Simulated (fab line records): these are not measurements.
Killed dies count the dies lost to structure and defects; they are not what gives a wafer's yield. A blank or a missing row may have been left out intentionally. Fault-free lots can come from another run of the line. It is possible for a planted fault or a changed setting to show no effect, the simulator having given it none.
Which tool is to blame?	flow n5Finfet	69 wafers from 23 lots sampled at 6 of the route's 1938 steps

## WHAT THE GAUGES READ, wafer by wafer
N5_BEOL_M15_THK_MEAS_01.
lot	measured	on	M15_ILD_THK (nm)
L074	day 11 18:29	filmMetro-01	1563 1634 1613
L076	day 12 12:04	filmMetro-01	1630 1607 1649
L078	day 12 18:09	filmMetro-01	1588 1609 1647
L075	day 12 21:44	filmMetro-01	1630 1614 1666
L081	day 12 22:35	filmMetro-02	1624 1706 1685
L077	day 13 02:12	filmMetro-02	1637 1680 1614
L080	day 13 08:06	filmMetro-02	1648 1634 1679
L079	day 13 15:52	filmMetro-02	1589 1660 1613
L083	day 14 11:31	filmMetro-02	1620 1619 1632
L084	day 14 12:59	filmMetro-01	1639 1718 1636
L086	day 14 14:53	filmMetro-01	1654 1680 1671
L082	day 14 20:10	filmMetro-02	1632 1585 1623
L088	day 14 20:19	filmMetro-02	1610 1632 1657
L085	day 15 01:49	filmMetro-02	1635 1653 1677
L087	day 15 10:41	filmMetro-01	1616 1643 1634
L089	day 15 13:14	filmMetro-01	1662 1643 1633
L090	day 15 13:31	filmMetro-01	1628 1619 1635
L091	day 16 02:53	filmMetro-02	1608 1658 1626
L092	day 16 12:18	filmMetro-02	1627 1617 1699
L093	day 17 03:07	filmMetro-02	1595 1651 1628
L097	day 17 09:47	filmMetro-02	1639 1590 1626
L094	day 17 18:06	filmMetro-01	1624 1642 1672
L095	day 18 14:16	filmMetro-02	1625 1651 1688

N5_BEOL_M15_INSPECT_55: inspects for defects (darkfield).
lot	measured	on	rawDefectCount
L074	day 12 06:43	defectInspect-02	72 66 83
L076	day 12 21:10	defectInspect-02	67 73 76
L078	day 12 22:38	defectInspect-01	59 40 71
L075	day 13 04:27	defectInspect-02	71 71 58
L081	day 13 07:33	defectInspect-01	40 37 63
L077	day 13 09:59	defectInspect-02	86 59 56
L080	day 13 12:57	defectInspect-01	73 49 59
L079	day 13 22:10	defectInspect-01	93 44 72
L083	day 14 18:19	defectInspect-01	43 55 38
L084	day 14 18:49	defectInspect-01	100 31 59
L086	day 14 19:31	defectInspect-01	47 45 72
L082	day 15 02:17	defectInspect-02	98 86 112
L088	day 15 02:34	defectInspect-01	77 76 83
L085	day 15 06:47	defectInspect-02	105 75 92
L087	day 15 16:15	defectInspect-02	53 38 46
L089	day 15 20:44	defectInspect-01	69 61 107
L090	day 15 20:54	defectInspect-02	70 79 88
L091	day 16 11:27	defectInspect-02	89 98 64
L092	day 16 16:44	defectInspect-01	44 38 71
L093	day 17 12:22	defectInspect-01	96 64 60
L097	day 17 15:47	defectInspect-02	59 56 57
L094	day 18 00:45	defectInspect-01	52 58 50
L095	day 18 21:51	defectInspect-02	50 57 66

## WHICH TOOL RAN EACH LOT (tool, then ch and the chambers of the sampled wafers, then the start)
lot	N5_BEOL_M14_ETCH_38	N5_BEOL_M14_CMP_49	N5_BEOL_M15_ETCH_61	N5_BEOL_M15_STRIP_37
L074	rieDiel-05 ch 1,3, day 11 17:45 or earlier	cmp-01 ch 0,2, day 11 17:45	rieDiel-04 ch 0,3, day 11 20:52	rieDiel-03 ch 0,1,3, day 12 06:43 or earlier
L076	rieDiel-06 ch 0,1,3, day 12 11:22 or earlier	cmp-02 ch 0,1,3, day 12 11:22	rieDiel-04 ch 1,3, day 12 14:10	rieDiel-03 ch 0,2, day 12 21:10 or earlier
L078	rieDiel-01 ch 1,3, day 12 17:18 or earlier	cmp-01 ch 0,1,3, day 12 17:18	rieDiel-04 ch 0,1,3, day 12 20:10	rieDiel-03 ch 0,1,3, day 12 22:38 or earlier
L075	rieDiel-05 ch 0,1,2, day 12 21:02 or earlier	cmp-04 ch 2,3, day 12 21:02	rieDiel-04 ch 0,2, day 13 00:22	rieDiel-04 ch 0,1,2, day 13 04:27 or earlier
L081	rieDiel-06 ch 2,3, day 12 21:55 or earlier	cmp-01 ch 0,1,2, day 12 21:55	rieDiel-03 ch 1,2, day 13 00:40	rieDiel-02 ch 1,2,3, day 13 07:33 or earlier
L077	rieDiel-06 ch 0,1,2, day 13 01:34 or earlier	cmp-04 ch 0,1,2, day 13 01:34	rieDiel-03 ch 0,2,3, day 13 04:15	rieDiel-03 ch 0,1, day 13 09:59 or earlier
L080	rieDiel-05 ch 2,3, day 13 07:22 or earlier	cmp-04 ch 0,1, day 13 07:22	rieDiel-04 ch 1,2, day 13 10:16	rieDiel-03 ch 1,2,3, day 13 12:57 or earlier
L079	rieDiel-06 ch 0,1, day 13 15:10 or earlier	cmp-04 ch 1,2, day 13 15:10	rieDiel-04 ch 1,2,3, day 13 17:53	rieDiel-03 ch 1,2,3, day 13 22:10 or earlier
L083	rieDiel-01 ch 0,1, day 14 10:47 or earlier	cmp-02 ch 0,3, day 14 10:47	rieDiel-03 ch 1,2,3, day 14 13:39	rieDiel-04 ch 1,2,3, day 14 18:19 or earlier
L084	rieDiel-01 ch 0,1,3, day 14 12:15 or earlier	cmp-01 ch 0,1, day 14 12:15	rieDiel-03 ch 1,2, day 14 15:00	rieDiel-02 ch 0,3, day 14 18:49 or earlier
L086	rieDiel-05 ch 0,3, day 14 14:09 or earlier	cmp-02 ch 0,3, day 14 14:09	rieDiel-02 ch 2,3, day 14 16:59	rieDiel-02 ch 0,3, day 14 19:31 or earlier
L082	rieDiel-05 ch 0,1,3, day 14 19:26 or earlier	cmp-04 ch 0,1,3, day 14 19:26	rieDiel-02 ch 1,2,3, day 14 22:18	rieDiel-03 ch 1,2,3, day 15 02:17 or earlier
L088	rieDiel-06 ch 1,2,3, day 14 19:35 or earlier	cmp-01 ch 1,2,3, day 14 19:35	rieDiel-02 ch 1,2,3, day 14 22:47	rieDiel-03 ch 1,2,3, day 15 02:34 or earlier
L085	rieDiel-05 ch 0,1, day 15 01:04 or earlier	cmp-02 ch 2,3, day 15 01:04	rieDiel-04 ch 0,2, day 15 03:55	rieDiel-03 ch 0,1,2, day 15 06:47 or earlier
L087	rieDiel-06 ch 0,2, day 15 09:57 or earlier	cmp-02 ch 2,3, day 15 09:57	rieDiel-02 ch 2,3, day 15 12:46	rieDiel-02 ch 2, day 15 16:15 or earlier
L089	rieDiel-06 ch 0,3, day 15 12:37 or earlier	cmp-01 ch 0,1,2, day 15 12:37	rieDiel-04 ch 0,2,3, day 15 15:39	rieDiel-03 ch 0,2,3, day 15 20:44 or earlier
L090	rieDiel-01 ch 1,3, day 15 12:50 or earlier	cmp-02 ch 1,2,3, day 15 12:50	rieDiel-04 ch 2,3, day 15 15:52	rieDiel-04 ch 1,2, day 15 20:54 or earlier
L091	rieDiel-06 ch 0,2,3, day 16 02:14 or earlier	cmp-02 ch 1,2,3, day 16 02:14	rieDiel-04 ch 1,2, day 16 05:22	rieDiel-02 ch 0,3, day 16 11:27 or earlier
L092	rieDiel-01 ch 2,3, day 16 11:34 or earlier	cmp-01 ch 2,3, day 16 11:34	rieDiel-03 ch 2,3, day 16 14:34	rieDiel-04 ch 0,1, day 16 16:44 or earlier
L093	rieDiel-06 ch 1,3, day 17 02:22 or earlier	cmp-02 ch 0,2, day 17 02:22	rieDiel-02 ch 0,1,3, day 17 05:32	rieDiel-04 ch 0,3, day 17 12:22 or earlier
L097	rieDiel-06 ch 1,3, day 17 09:05 or earlier	cmp-04 ch 1,2,3, day 17 09:05	rieDiel-04 ch 0,1,2, day 17 11:56	rieDiel-03 ch 0,1, day 17 15:47 or earlier
L094	rieDiel-05 ch 1,3, day 17 17:20 or earlier	cmp-01 ch 0,1,2, day 17 17:20	rieDiel-02 ch 1,2,3, day 17 20:22	rieDiel-04 ch 0,1,3, day 18 00:45 or earlier
L095	rieDiel-05 ch 1,2,3, day 18 13:32 or earlier	cmp-01 ch 0,1,2, day 18 13:32	rieDiel-03 ch 0,1,2, day 18 16:34	rieDiel-02 ch 0,1,3, day 18 21:51 or earlier
- N5_BEOL_M14_ETCH_38: etches SiCN in CF4/N2, target depth 106.5 nm, time 120.6 s.
- N5_BEOL_M14_CMP_49: polishes, stops on SiO2, t overpolish 5.2 s, target thk 560 nm.
- N5_BEOL_M15_ETCH_61: etches BARC in N2/H2, target depth 89 nm, overetch 26.7 nm, time 67.9 s.
- N5_BEOL_M15_STRIP_37: strips in O2.

## AS READ BY THE TOOLS THEMSELVES (means over the sampled wafers that have a number; for cases with no such wafer, the mark the record gives instead)
N5_BEOL_M14_ETCH_38.
lot	tool	drypumpMotorCurrentA (A)	mfcArSccm (sccm)	oesProductAu (a.u.)	rfFwdPowerW (W)	rfVppV (V)	showerheadPlenumPTorr (Torr)	throttleValvePct (%)
L074	rieDiel-05	5.2	100.00	0.83	428.2	382.3	2.21	15.29
L076	rieDiel-06	5.5	100.13	0.78	429.4	381.6	2.19	15.46
L078	rieDiel-01	6.2	100.03	0.68	429.8	380.1	2.16	15.61
L075	rieDiel-05	5.3	100.02	0.82	428.3	383.3	2.25	15.32
L081	rieDiel-06	5.6	100.14	0.75	428.1	383.3	2.24	15.48
L077	rieDiel-06	5.6	99.99	0.81	429.8	380.3	2.13	15.45
L080	rieDiel-05	5.2	99.89	0.76	428.7	382.1	2.19	15.42
L079	rieDiel-06	5.6	100.06	0.83	430.5	381.1	2.14	15.41
L083	rieDiel-01	5.5	100.10	0.87	429.5	382.3	2.19	15.37
L084	rieDiel-01	6.0	100.24	0.88	429.1	381.7	2.20	15.25
L086	rieDiel-05	5.3	100.03	0.88	428.2	381.2	2.16	15.25
L082	rieDiel-05	5.3	100.18	0.84	428.2	381.9	2.20	15.28
L088	rieDiel-06	5.6	99.90	0.79	427.9	381.4	2.19	15.45
L085	rieDiel-05	5.4	99.77	0.87	429.6	383.0	2.21	15.20
L087	rieDiel-06	5.6	99.82	0.77	429.7	380.3	2.11	15.61
L089	rieDiel-06	5.5	99.98	0.72	427.4	380.6	2.16	15.62
L090	rieDiel-01	6.4	99.98	0.85	428.2	381.4	2.19	15.17
L091	rieDiel-06	5.6	99.66	0.75	429.1	380.7	2.17	15.57
L092	rieDiel-01	5.7	100.06	0.82	430.1	382.7	2.22	15.11
L093	rieDiel-06	5.6	99.69	0.78	428.6	381.1	2.19	15.42
L097	rieDiel-06	5.6	99.95	0.78	428.5	381.5	2.19	15.43
L094	rieDiel-05	5.2	99.98	0.77	427.9	381.0	2.19	15.40
L095	rieDiel-05	5.2	100.10	0.82	428.4	382.5	2.23	15.30

N5_BEOL_M14_CMP_49.
lot	tool	barrierFieldEndpointS (s)	motorCurrentA (A)	overpolishRunS (s)	timeToEndpointS (s)
L074	cmp-01	12.1	7.6	5.202	132
L076	cmp-02	11.5	7.2	5.204	120
L078	cmp-01	11.5	7.4	5.201	126
L075	cmp-04	11.6	8.4	5.198	127
L081	cmp-01	11.6	7.3	5.197	124
L077	cmp-04	11.6	8.2	5.199	121
L080	cmp-04	11.1	7.8	5.203	118
L079	cmp-04	11.3	8.2	5.207	121
L083	cmp-02	11.8	6.7	5.196	130
L084	cmp-01	11.8	6.7	5.197	127
L086	cmp-02	11.5	7.0	5.200	127
L082	cmp-04	11.3	8.0	5.198	121
L088	cmp-01	11.7	7.8	5.202	122
L085	cmp-02	11.2	6.9	5.202	120
L087	cmp-02	11.3	6.9	5.198	123
L089	cmp-01	11.7	7.1	5.200	129
L090	cmp-02	11.6	7.7	5.191	123
L091	cmp-02	11.7	7.6	5.202	130
L092	cmp-01	11.5	8.2	5.209	125
L093	cmp-02	12.1	7.3	5.204	131
L097	cmp-04	11.7	8.0	5.204	123
L094	cmp-01	11.6	7.3	5.201	122
L095	cmp-01	11.8	7.1	5.201	126

N5_BEOL_M15_ETCH_61.
lot	tool	drypumpMotorCurrentA (A)	oesProductAu (a.u.)	rfFwdPowerW (W)	rfVppV (V)	showerheadPlenumPTorr (Torr)	throttleValvePct (%)
L074	rieDiel-04	5.5	0.59	828	526.6	2.64	18.19
L076	rieDiel-04	5.6	0.59	835	524.6	2.56	18.42
L078	rieDiel-04	5.7	0.59	833	524.7	2.60	18.34
L075	rieDiel-04	5.9	0.62	829	525.9	2.64	18.13
L081	rieDiel-03	5.1	0.72	833	522.5	2.51	17.81
L077	rieDiel-03	5.8	0.70	832	523.3	2.52	17.69
L080	rieDiel-04	5.6	0.64	834	526.1	2.62	18.06
L079	rieDiel-04	5.5	0.61	835	524.7	2.61	18.19
L083	rieDiel-03	5.5	0.68	835	523.4	2.51	17.87
L084	rieDiel-03	5.4	0.70	831	523.7	2.51	17.68
L086	rieDiel-02	5.2	0.72	829	523.3	2.54	17.68
L082	rieDiel-02	5.7	0.66	833	523.3	2.53	17.79
L088	rieDiel-02	5.7	0.67	833	523.3	2.54	17.79
L085	rieDiel-04	5.7	0.71	835	526.3	2.65	17.87
L087	rieDiel-02	5.3	0.66	829	524.7	2.57	17.69
L089	rieDiel-04	5.6	0.68	833	525.8	2.63	17.99
L090	rieDiel-04	5.3	0.60	834	526.2	2.63	18.09
L091	rieDiel-04	5.7	0.77	838	523.9	2.57	18.02
L092	rieDiel-03	5.9	0.65	834	523.5	2.52	17.92
L093	rieDiel-02	5.7	0.73	828	520.8	2.47	17.82
L097	rieDiel-04	5.8	0.74	832	524.3	2.59	17.98
L094	rieDiel-02	5.7	0.71	832	524.0	2.53	17.69
L095	rieDiel-03	5.4	0.69	833	522.5	2.49	17.72

N5_BEOL_M15_STRIP_37.
lot	tool	drypumpMotorCurrentA (A)	o2FlowSccm (sccm)	oesProductAu (a.u.)	rfVppV (V)	showerheadPlenumPTorr (Torr)	throttleValvePct (%)
L074	rieDiel-03	5.5	225.3	0.85	3.4	2.05	16.56
L076	rieDiel-03	5.6	224.8	0.85	3.6	2.05	16.29
L078	rieDiel-03	5.5	224.6	0.83	3.1	2.05	16.58
L075	rieDiel-04	5.8	224.5	0.72	3.4	2.14	16.91
L081	rieDiel-02	5.7	225.2	0.79	4.2	2.08	16.54
L077	rieDiel-03	5.3	224.7	0.86	3.4	2.03	16.39
L080	rieDiel-03	5.5	224.7	0.81	3.9	2.07	16.64
L079	rieDiel-03	5.5	225.4	0.81	4.2	2.07	16.63
L083	rieDiel-04	5.5	225.3	0.70	3.6	2.14	16.89
L084	rieDiel-02	5.2	225.4	0.89	3.4	2.03	16.49
L086	rieDiel-02	5.2	224.4	0.89	4.0	2.03	16.49
L082	rieDiel-03	5.5	225.3	0.81	3.1	2.06	16.66
L088	rieDiel-03	5.5	224.7	0.81	3.6	2.06	16.66
L085	rieDiel-03	5.4	225.2	0.84	3.4	2.05	16.47
L087	rieDiel-02	5.4	225.0	0.69	3.5	2.15	16.53
L089	rieDiel-03	5.7	225.2	0.80	4.1	2.06	16.53
L090	rieDiel-04	5.7	225.2	0.84	4.4	2.14	16.64
L091	rieDiel-02	5.4	224.6	0.80	4.7	2.02	16.58
L092	rieDiel-04	5.9	225.1	0.95	3.4	2.12	16.65
L093	rieDiel-04	5.7	224.7	0.92	3.6	2.14	16.51
L097	rieDiel-03	5.1	224.8	0.83	3.6	2.03	16.60
L094	rieDiel-04	5.7	224.6	0.93	3.9	2.12	16.59
L095	rieDiel-02	5.7	225.5	0.86	3.3	2.03	16.50

## THE ANSWER, worked out from the rows above alone
Rule: the usual values come from the lots themselves. Put in order of their means at a reading, lots are off if they are a third of the lots or fewer, leave a main group of 4 or more, and stand apart from it by a gap of 3 or more times the standard deviation of the main group's means; of several such gaps the widest counts. A main group is skipped when, at the precision printed for the reading in the tables above, its means are all equal. A lot without any number at a reading at which 4 lots or more have one is off too. Any other lot the step has rows for is counted as sound. After the gauges, taken in route order, come the tools' own readings; for these a lot's mean is taken, as printed above. The first step at which some lot is off is used, and at that step the reading that is off furthest; a lot without a number counts as furthest.
No lot is off at any reading shown: from this, nothing can be told.

## WHAT WAS PUT IN BY THE SIMULATOR
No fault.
